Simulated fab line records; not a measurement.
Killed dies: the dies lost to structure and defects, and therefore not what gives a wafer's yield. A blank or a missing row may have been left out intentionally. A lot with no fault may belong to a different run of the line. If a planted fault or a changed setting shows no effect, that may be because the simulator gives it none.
fab line records | flow nand_harc
record lots=15 | wafers=45 | last_day=24
route steps=1159 shown A_CONTACT@871
lots untouched by any fault: they come from a run of this same line in which no faults occurred
start_h: start of the lot's first displayed wafer, in hours after the record's first day | wait_h: hours elapsed since this lot's preceding step | " unchanged from the row above | L1.1+2: one row covering several wafers at once | - no value, or no start was given | * or withheld: withheld | < > ~ a bound
route shown NAME@n: names a module that has steps shown in the file, with the first one's number in the route | usual: the fault-free wafers' mean and standard deviation | same: alike in all rows | chamber/n: place in a boat | sites: readings site by site | _std_site: how widely they spread, as a standard deviation | _edge_site: inner sites' mean taken away from outer sites' mean | radius_mm: how far each site lies from the wafer's centre | mask NAME#n: copy n | behind: tool/chamber where the wafer was last shaped | hold: the reason the lot was held/the length of the hold in hours/how it ended | device: names the non-switching transistor (n, p or np) | end of line: the same wafers' tests at the end of the route | a step given without rows: its recipe and nothing more | killed: at the first sort, the dies lost to defects and structure; wafer yield is something else | map: the dies of a wafer, with x for killed, . for not killed, _ for no die there
set.NAME: the setting as run; set.NAME@STEP: as run at that earlier step | model.NAME: the simulator's own value behind a step, which no gauge read
steps of the route over a sample of lots; a table a step, a row a wafer
services: the hour from which a tool's chamber was out of use, counted from the record's first day as start_h (under 0 if before that day), plus the number of hours and why
## steps
# step NHARC_A_CONTACT_ETCH_120
# recipe source_w=withheld | pressure_mtorr=20 | bias_v=3000 | time_s=94 | target_depth_a=9220 | ar_flow_sccm=withheld | c4f8_flow_sccm=withheld | o2_flow_sccm=withheld | chemistry=C4F8/O2/Ar
# usual chamber_pressure_mTorr=19.999/0.017
lot.wafer | tool            | chamber | start_h | wait_h | chamber_pressure_mTorr | rf_hours_counter_h
L746.2    | har_cap_etch-01 | 0       | 363.67  | 0.1    | 20.009                 | 42
L746.4    | "               | 0       | "       | "      | 19.971                 | -
L746.3    | "               | 1       | "       | "      | 19.991                 | -
L745.1    | har_cap_etch-02 | 0       | 369.82  | 0.1    | 20.015                 | 15
L745.4    | "               | 0       | "       | "      | 19.989                 | -
L745.5    | "               | 1       | "       | "      | 19.985                 | -
L748.1    | har_cap_etch-02 | 0       | 375.32  | 0.1    | 20.012                 | 16
L748.4    | "               | 1       | "       | "      | 20.034                 | -
L748.5    | "               | 1       | "       | "      | 20.017                 | -
L747.2    | har_cap_etch-03 | 0       | 376.53  | 0.1    | 20.012                 | 93
L747.1    | "               | 1       | "       | "      | 19.971                 | 93
L747.6    | "               | 0       | "       | "      | 20.009                 | -
L753.2    | har_cap_etch-03 | 1       | 414.29  | 0.1    | 20.011                 | 98
L753.6    | "               | 1       | "       | "      | 20.002                 | -
L753.5    | "               | 0       | "       | "      | 19.985                 | -
L752.2    | har_cap_etch-02 | 1       | 416.32  | 0.1    | 19.988                 | 22
L752.4    | "               | 0       | "       | "      | 19.999                 | -
L752.5    | "               | 0       | "       | "      | 19.991                 | -
L755.1    | har_cap_etch-03 | 1       | 427.04  | 0.1    | 20.006                 | 100
L755.2    | "               | 0       | "       | "      | 19.995                 | 100
L755.4    | "               | 0       | "       | "      | 20.010                 | -
L754.2    | har_cap_etch-01 | 1       | 428.05  | 0.1    | 20.008                 | 54
L754.4    | "               | 1       | "       | "      | 20.016                 | -
L754.3    | "               | 0       | "       | "      | 20.011                 | -
L758.1    | har_cap_etch-03 | 0       | 440.52  | 0.1    | 20.017                 | 102
L758.4    | "               | 0       | "       | "      | 19.992                 | -
L758.6    | "               | 0       | "       | "      | 19.986                 | -
L762.2    | har_cap_etch-01 | 1       | 457.71  | 0.1    | 19.990                 | 61
L762.4    | "               | 1       | "       | "      | 19.990                 | -
L762.5    | "               | 0       | "       | "      | 20.042                 | -
L761.1    | har_cap_etch-03 | 1       | 457.84  | 0.1    | 20.008                 | 106
L761.4    | "               | 1       | "       | "      | 20.023                 | -
L761.3    | "               | 0       | "       | "      | 19.973                 | -
L764.2    | har_cap_etch-02 | 0       | 482.92  | 0.1    | 20.016                 | 37
L764.3    | "               | 0       | "       | "      | 20.002                 | -
L764.4    | "               | 1       | "       | "      | 19.978                 | -
L767.4    | har_cap_etch-01 | 0       | 494.28  | 0.1    | 19.967                 | -
L767.3    | "               | 1       | "       | "      | 20.009                 | -
L767.6    | "               | 1       | "       | "      | 19.983                 | -
L768.2    | har_cap_etch-03 | 0       | 494.42  | 0.1    | 20.003                 | 113
L768.4    | "               | 0       | "       | "      | 19.978                 | -
L768.5    | "               | 1       | "       | "      | 20.011                 | -
L766.2    | har_cap_etch-02 | 0       | 498.03  | 0.1    | 19.994                 | 40
L766.3    | "               | 1       | "       | "      | 20.022                 | -
L766.5    | "               | 1       | "       | "      | 19.981                 | -
# step NHARC_A_CONTACT_EXPOSE_66
# recipe na=1.35 | sigma_outer=0.8 | dose_mj=59.02 | mask_id=A_CC_2
# usual exposure_dose_mJ_cm2=58.99/0.06 | focus_offset_nm=0.0/0.57 | stage_vel_mm_s=500.01/0.23
lot.wafer | tool            | chamber | start_h | wait_h | mask     | exposure_dose_mJ_cm2 | focus_offset_nm | stage_vel_mm_s
L746.2    | arfi_scanner-03 | 0       | 369.44  | -      | A_CC_2#0 | 58.97                | -0.4            | 500.46
L746.3    | "               | 0       | "       | "      | A_CC_2#0 | 59.00                | 0.1             | 500.61
L746.4    | "               | 0       | "       | "      | A_CC_2#0 | 58.92                | 0.3             | 500.13
L745.1    | arfi_scanner-01 | 0       | 378.29  | -      | A_CC_2#0 | 58.93                | 0.3             | 499.93
L745.4    | "               | 0       | "       | "      | A_CC_2#0 | 58.90                | -0.1            | 499.77
L745.5    | "               | 0       | "       | "      | A_CC_2#0 | 58.97                | 0.4             | 499.95
L748.1    | arfi_scanner-02 | 0       | 381.58  | -      | A_CC_2#0 | 59.00                | -0.2            | 500.32
L748.4    | "               | 0       | "       | "      | A_CC_2#0 | 58.94                | -0.3            | 500.39
L748.5    | "               | 0       | "       | "      | A_CC_2#0 | 58.96                | 0.5             | 500.28
L747.1    | arfi_scanner-02 | 0       | 383.15  | -      | A_CC_2#0 | 58.87                | 0.8             | 499.55
L747.2    | "               | 0       | "       | "      | A_CC_2#0 | 58.81                | 1.3             | 499.60
L747.6    | "               | 0       | "       | "      | A_CC_2#0 | 58.84                | 0.3             | 500.11
L753.2    | arfi_scanner-01 | -       | 421.54  | -      | A_CC_2#0 | -                    | -               | -
L753.5    | "               | -       | "       | "      | A_CC_2#0 | -                    | -               | -
L753.6    | "               | -       | "       | "      | A_CC_2#0 | -                    | -               | -
L752.2    | arfi_scanner-03 | -       | 423.48  | -      | A_CC_2#0 | -                    | -               | -
L752.4    | "               | -       | "       | "      | A_CC_2#0 | -                    | -               | -
L752.5    | "               | -       | "       | "      | A_CC_2#0 | -                    | -               | -
L755.1    | arfi_scanner-03 | -       | 431.42  | -      | A_CC_2#0 | -                    | -               | -
L755.2    | "               | -       | "       | "      | A_CC_2#0 | -                    | -               | -
L755.4    | "               | -       | "       | "      | A_CC_2#0 | -                    | -               | -
L754.2    | arfi_scanner-01 | 0       | 433.63  | -      | A_CC_2#0 | 58.98                | -0.2            | 500.11
L754.3    | "               | 0       | "       | "      | A_CC_2#0 | 58.91                | 0.6             | 499.79
L754.4    | "               | 0       | "       | "      | A_CC_2#0 | 58.95                | -0.1            | 500.34
L758.1    | arfi_scanner-03 | 0       | 447.03  | -      | A_CC_2#0 | 58.93                | 0.3             | 499.77
L758.4    | "               | 0       | "       | "      | A_CC_2#0 | 58.96                | -0.2            | 500.11
L758.6    | "               | 0       | "       | "      | A_CC_2#0 | 58.98                | 0.3             | 500.13
L762.2    | arfi_scanner-02 | 0       | 465.75  | -      | A_CC_2#0 | 58.95                | -0.5            | 499.95
L762.4    | "               | 0       | "       | "      | A_CC_2#0 | 59.02                | -0.1            | 499.99
L762.5    | "               | 0       | "       | "      | A_CC_2#0 | 58.98                | -0.3            | 499.65
L761.1    | arfi_scanner-01 | 0       | 465.97  | -      | A_CC_2#0 | 59.02                | 0.3             | 499.91
L761.3    | "               | 0       | "       | "      | A_CC_2#0 | 58.98                | 0.3             | 500.27
L761.4    | "               | 0       | "       | "      | A_CC_2#0 | 58.88                | 0.4             | 500.22
L764.2    | arfi_scanner-03 | 0       | 489.48  | -      | A_CC_2#0 | 59.03                | 0.2             | 500.17
L764.3    | "               | 0       | "       | "      | A_CC_2#0 | 59.09                | 0.3             | 499.72
L764.4    | "               | 0       | "       | "      | A_CC_2#0 | 59.03                | -1.0            | 500.22
L767.3    | arfi_scanner-03 | 0       | 499.55  | -      | A_CC_2#0 | 58.98                | 0.6             | 500.11
L767.4    | "               | 0       | "       | "      | A_CC_2#0 | 59.04                | 1.4             | 499.81
L767.6    | "               | 0       | "       | "      | A_CC_2#0 | 59.05                | 0.8             | 500.06
L768.2    | arfi_scanner-02 | 0       | 500.58  | -      | A_CC_2#0 | 59.01                | 0.4             | 499.92
L768.4    | "               | 0       | "       | "      | A_CC_2#0 | 58.97                | 0.7             | 499.73
L768.5    | "               | 0       | "       | "      | A_CC_2#0 | 58.99                | 0.6             | 499.67
L766.2    | arfi_scanner-03 | 0       | 502.54  | -      | A_CC_2#0 | 59.00                | -0.2            | 500.34
L766.3    | "               | 0       | "       | "      | A_CC_2#0 | 58.99                | 0.2             | 500.05
L766.5    | "               | 0       | "       | "      | A_CC_2#0 | 59.01                | -0.2            | 500.16
# step NHARC_A_CONTACT_CD_MEAS_69
# recipe target_cd_nm=200 | landing_energy_ev=500
# usual cd_nm=200.4/0.71
# same landing_energy_ev=500
lot.wafer | tool      | chamber | start_h | wait_h | cd_nm
L746.2    | cd_sem-01 | 0       | 369.57  | -      | 199.0
L746.3    | "         | 0       | "       | "      | 200.2
L746.4    | "         | 0       | "       | "      | 200.4
L745.1    | cd_sem-02 | 0       | 378.43  | -      | 201.8
L745.4    | "         | 0       | "       | "      | 201.3
L745.5    | "         | 0       | "       | "      | 200.5
L748.1    | cd_sem-03 | 0       | 381.72  | -      | 200.4
L748.4    | "         | 0       | "       | "      | 201.1
L748.5    | "         | 0       | "       | "      | 201.2
L747.1    | cd_sem-03 | 0       | 383.29  | -      | 199.6
L747.2    | "         | 0       | "       | "      | 200.0
L747.6    | "         | 0       | "       | "      | 200.3
L753.2    | cd_sem-03 | 0       | 421.68  | -      | -
L753.5    | "         | 0       | "       | "      | -
L753.6    | "         | 0       | "       | "      | -
L752.2    | cd_sem-03 | 0       | 423.63  | -      | -
L752.4    | "         | 0       | "       | "      | -
L752.5    | "         | 0       | "       | "      | -
L755.1    | cd_sem-01 | 0       | 431.56  | -      | -
L755.2    | "         | 0       | "       | "      | -
L755.4    | "         | 0       | "       | "      | -
L754.2    | cd_sem-03 | 0       | 433.77  | -      | 200.2
L754.3    | "         | 0       | "       | "      | 200.1
L754.4    | "         | 0       | "       | "      | 199.8
L758.1    | cd_sem-02 | 0       | 447.17  | -      | 200.8
L758.4    | "         | 0       | "       | "      | 201.4
L758.6    | "         | 0       | "       | "      | 201.2
L762.2    | cd_sem-03 | 0       | 465.89  | -      | 200.5
L762.4    | "         | 0       | "       | "      | 201.0
L762.5    | "         | 0       | "       | "      | 199.2
L761.1    | cd_sem-01 | 0       | 466.10  | -      | 199.6
L761.3    | "         | 0       | "       | "      | 199.4
L761.4    | "         | 0       | "       | "      | 199.9
L764.2    | cd_sem-03 | 0       | 489.62  | -      | 200.7
L764.3    | "         | 0       | "       | "      | 200.5
L764.4    | "         | 0       | "       | "      | 199.8
L767.3    | cd_sem-02 | 0       | 499.68  | -      | 201.2
L767.4    | "         | 0       | "       | "      | 200.6
L767.6    | "         | 0       | "       | "      | 200.1
L768.2    | cd_sem-01 | 0       | 500.72  | -      | 200.4
L768.4    | "         | 0       | "       | "      | 200.3
L768.5    | "         | 0       | "       | "      | 200.5
L766.2    | cd_sem-01 | 0       | 502.68  | -      | 199.5
L766.3    | "         | 0       | "       | "      | 200.2
L766.5    | "         | 0       | "       | "      | 200.2
# step NHARC_A_CONTACT_ETCH_77
# recipe target_depth_a=726 | time_s=36.3 | cf4_flow_sccm=100 | chf3_flow_sccm=30 | ar_flow_sccm=0 | rf_w=500 | bias_w=200 | chemistry=CF4/CHF3
# usual chamber_pressure_mTorr=24.999/0.023 | drypump_motor_current_A=5.68/0.25 | oes_product_au=0.935/0.02 | rf_vpp_V=369.9/2.3 | showerhead_plenum_p_Torr=1.55/0.063 | throttle_valve_pct=16.802/0.0092
lot.wafer | tool        | chamber | start_h | wait_h | chamber_pressure_mTorr | drypump_motor_current_A | oes_product_au | rf_hours_counter_h | rf_vpp_V | showerhead_plenum_p_Torr | throttle_valve_pct
L746.3    | rie_diel-08 | 3       | -       | -      | 25.005                 | 5.94                    | 0.948          | 12                 | 369.1    | 1.53                     | 16.809
L746.2    | "           | 1       | "       | "      | 24.965                 | 5.91                    | 0.972          | 13                 | 373.0    | 1.63                     | 16.810
L746.4    | "           | 2       | "       | "      | 24.984                 | 5.35                    | 0.940          | 12                 | 366.6    | 1.48                     | 16.789
L745.1    | rie_diel-08 | 3       | -       | -      | 24.992                 | 5.99                    | 0.908          | 15                 | 370.3    | 1.53                     | 16.801
L745.4    | "           | 0       | "       | "      | 24.999                 | 5.58                    | 0.928          | 15                 | 369.3    | 1.54                     | 16.798
L745.5    | "           | 2       | "       | "      | 24.996                 | 5.35                    | 0.925          | -                  | 367.5    | 1.48                     | 16.803
L748.4    | rie_diel-01 | 1       | -       | -      | 25.039                 | 5.86                    | 0.937          | 22                 | 367.1    | 1.48                     | 16.798
L748.1    | "           | 0       | "       | "      | 25.001                 | 5.37                    | 0.926          | 25                 | 370.2    | 1.59                     | 16.811
L748.5    | "           | 2       | "       | "      | 25.032                 | 5.82                    | 0.946          | -                  | 372.2    | 1.65                     | 16.800
L747.1    | rie_diel-01 | 0       | -       | -      | 24.977                 | 5.39                    | 0.908          | 26                 | 372.1    | 1.59                     | 16.814
L747.2    | "           | 1       | "       | "      | 25.019                 | 5.86                    | 0.918          | 23                 | 367.0    | 1.48                     | 16.802
L747.6    | "           | 1       | "       | "      | 25.005                 | 5.85                    | 0.926          | -                  | 367.1    | 1.48                     | 16.784
L753.2    | rie_diel-08 | 2       | -       | -      | 25.037                 | 5.32                    | 0.942          | 22                 | 368.1    | 1.47                     | 16.791
L753.6    | "           | 1       | "       | "      | 24.996                 | 5.94                    | 0.940          | -                  | 371.5    | 1.63                     | 16.794
L753.5    | "           | 2       | "       | "      | 24.994                 | 5.34                    | 0.942          | -                  | 366.9    | 1.47                     | 16.808
L752.2    | rie_diel-08 | 0       | -       | -      | 24.999                 | 5.59                    | 0.965          | 23                 | 368.6    | 1.54                     | 16.796
L752.5    | "           | 1       | "       | "      | 25.001                 | 5.92                    | 0.960          | -                  | 372.7    | 1.63                     | 16.804
L752.4    | "           | 0       | "       | "      | 25.006                 | 5.57                    | 0.963          | -                  | 369.5    | 1.54                     | 16.793
L755.2    | rie_diel-08 | 1       | -       | -      | 24.996                 | 5.94                    | 0.967          | 26                 | 370.0    | 1.63                     | 16.818
L755.1    | "           | 2       | "       | "      | 24.973                 | 5.35                    | 0.957          | 26                 | 366.9    | 1.47                     | 16.801
L755.4    | "           | 2       | "       | "      | 24.999                 | 5.30                    | 0.947          | -                  | 367.5    | 1.47                     | 16.811
L754.3    | rie_diel-08 | 1       | -       | -      | 24.990                 | 5.93                    | 0.928          | 27                 | 372.0    | 1.63                     | 16.793
L754.2    | "           | 2       | "       | "      | 24.970                 | 5.34                    | 0.926          | 27                 | 365.2    | 1.47                     | 16.798
L754.4    | "           | 2       | "       | "      | 24.978                 | 5.36                    | 0.930          | -                  | 368.2    | 1.47                     | 16.817
L758.4    | rie_diel-11 | 0       | -       | -      | 25.041                 | 5.44                    | 0.936          | 28                 | 371.5    | 1.64                     | 16.795
L758.1    | "           | 2       | "       | "      | 25.010                 | 5.59                    | 0.934          | 25                 | 368.6    | 1.51                     | 16.796
L758.6    | "           | 0       | "       | "      | 24.986                 | 5.43                    | 0.931          | -                  | 373.2    | 1.64                     | 16.796
L762.4    | rie_diel-08 | 2       | -       | -      | 24.979                 | 5.32                    | 0.938          | 34                 | 366.9    | 1.47                     | 16.798
L762.2    | "           | 0       | "       | "      | 24.971                 | 5.57                    | 0.937          | 35                 | 369.5    | 1.54                     | 16.799
L762.5    | "           | 3       | "       | "      | 25.033                 | 5.98                    | 0.910          | -                  | 369.8    | 1.53                     | 16.801
L761.1    | rie_diel-01 | 1       | -       | -      | 25.003                 | 5.86                    | 0.947          | 54                 | 367.4    | 1.47                     | 16.796
L761.3    | "           | 0       | "       | "      | 25.004                 | 5.35                    | 0.909          | -                  | 369.8    | 1.58                     | 16.802
L761.4    | "           | 1       | "       | "      | 25.001                 | 5.84                    | 0.945          | -                  | 366.7    | 1.47                     | 16.795
L764.4    | rie_diel-08 | 1       | -       | -      | 25.023                 | 5.93                    | 0.964          | 0                  | 372.3    | 1.63                     | 16.802
L764.2    | "           | 3       | "       | "      | 24.986                 | 5.95                    | 0.970          | 0                  | 370.1    | 1.53                     | 16.801
L764.3    | "           | 0       | "       | "      | 24.998                 | 5.58                    | 1.010          | 0                  | 369.6    | 1.54                     | 16.804
L767.4    | rie_diel-08 | 1       | -       | -      | 25.006                 | 5.92                    | 0.925          | 2                  | 371.9    | 1.63                     | 16.798
L767.3    | "           | 3       | "       | "      | 25.015                 | 5.97                    | 0.924          | 3                  | 369.1    | 1.53                     | 16.787
L767.6    | "           | 2       | "       | "      | 24.952                 | 5.38                    | 0.919          | -                  | 366.2    | 1.47                     | 16.803
L768.4    | rie_diel-11 | 2       | -       | -      | 25.024                 | 5.58                    | 0.939          | 45                 | 367.4    | 1.50                     | 16.803
L768.2    | "           | 3       | "       | "      | 25.001                 | 5.79                    | 0.931          | 49                 | 371.9    | 1.61                     | 16.811
L768.5    | "           | 2       | "       | "      | 24.972                 | 5.60                    | 0.935          | -                  | 367.6    | 1.50                     | 16.799
L766.2    | rie_diel-08 | 0       | -       | -      | 25.031                 | 5.55                    | 0.947          | 4                  | 369.0    | 1.53                     | 16.801
L766.3    | "           | 3       | "       | "      | 24.988                 | 5.98                    | 0.917          | 3                  | 370.7    | 1.53                     | 16.802
L766.5    | "           | 0       | "       | "      | 25.014                 | 5.57                    | 0.948          | -                  | 370.4    | 1.54                     | 16.796
## services
tool            | chamber | start_h | hours | kind
rie_diel-08     | 3       | 359.70  | 1.3   | repair
rie_diel-08     | 0       | 359.91  | -     | clean
rie_diel-08     | 1       | 359.91  | -     | clean
rie_diel-08     | 2       | 359.91  | -     | clean
rie_diel-01     | 2       | 362.64  | 2.9   | repair
rie_diel-11     | -       | 366.50  | 9.0   | pm
arfi_scanner-01 | -       | 368.99  | 4.0   | pm
rie_diel-08     | 0       | 384.41  | -     | clean
rie_diel-08     | 1       | 384.41  | -     | clean
rie_diel-08     | 2       | 384.41  | -     | clean
rie_diel-08     | 3       | 384.41  | -     | clean
arfi_scanner-01 | -       | 392.24  | 1.9   | repair
rie_diel-08     | 0       | 408.91  | -     | clean
rie_diel-01     | 2       | 423.97  | 50.2  | repair
arfi_scanner-02 | -       | 428.00  | 4.0   | pm
rie_diel-08     | 1       | 437.38  | 8.4   | repair
har_cap_etch-03 | -       | 446.99  | 7.1   | repair
rie_diel-08     | 2       | 461.42  | 1.3   | repair
arfi_scanner-03 | -       | 465.70  | 1.2   | repair
rie_diel-01     | 3       | 466.91  | 9.3   | repair
arfi_scanner-01 | -       | 475.90  | 4.1   | repair
rie_diel-08     | -       | 478.80  | 9.0   | pm
arfi_scanner-03 | -       | 484.00  | 4.0   | pm
rie_diel-01     | -       | 491.88  | 9.0   | pm
## key
first_sign step=NHARC_A_CONTACT_EXPOSE_66 | reading=tool_record | direction=missing
effect none on later readings
met_at NHARC_A_CONTACT_EXPOSE_66
struck_lots L752,L753,L755
later_rows_left_out L752.2,L752.4,L752.5,L753.2,L753.5,L753.6,L755.1,L755.2,L755.4
sort_left_out L752.2,L752.4,L752.5,L753.2,L753.5,L753.6,L755.1,L755.2,L755.4
tester_left_out L752,L753,L755
not_acting_at NHARC_A_CONTACT_ETCH_120,NHARC_A_CONTACT_CD_MEAS_69,NHARC_A_CONTACT_ETCH_77
onset_between 378.29 421.54
fault kind=skipped_step_whole | tool=arfi_scanner-01,arfi_scanner-03 | chamber=- | onset_h=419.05 | steps=NHARC_A_CONTACT_EXPOSE_66 | scope=struck_lots_only
# tester_left_out: of these lots the tester's yield and bins aren't shown, on N5 and GAA mostly nor the transistor test; their killed dies are dies lost to structure and defects alone, not to doping, threshold or leakage, so they don't give the yield
# sort_left_out: the simulated sort isn't trusted on such a fault, so these wafers' sort isn't shown, and their yield isn't known
# later_rows_left_out: the simulator's readings of these wafers behind a module that went badly wrong aren't trusted and aren't shown, but for the sort
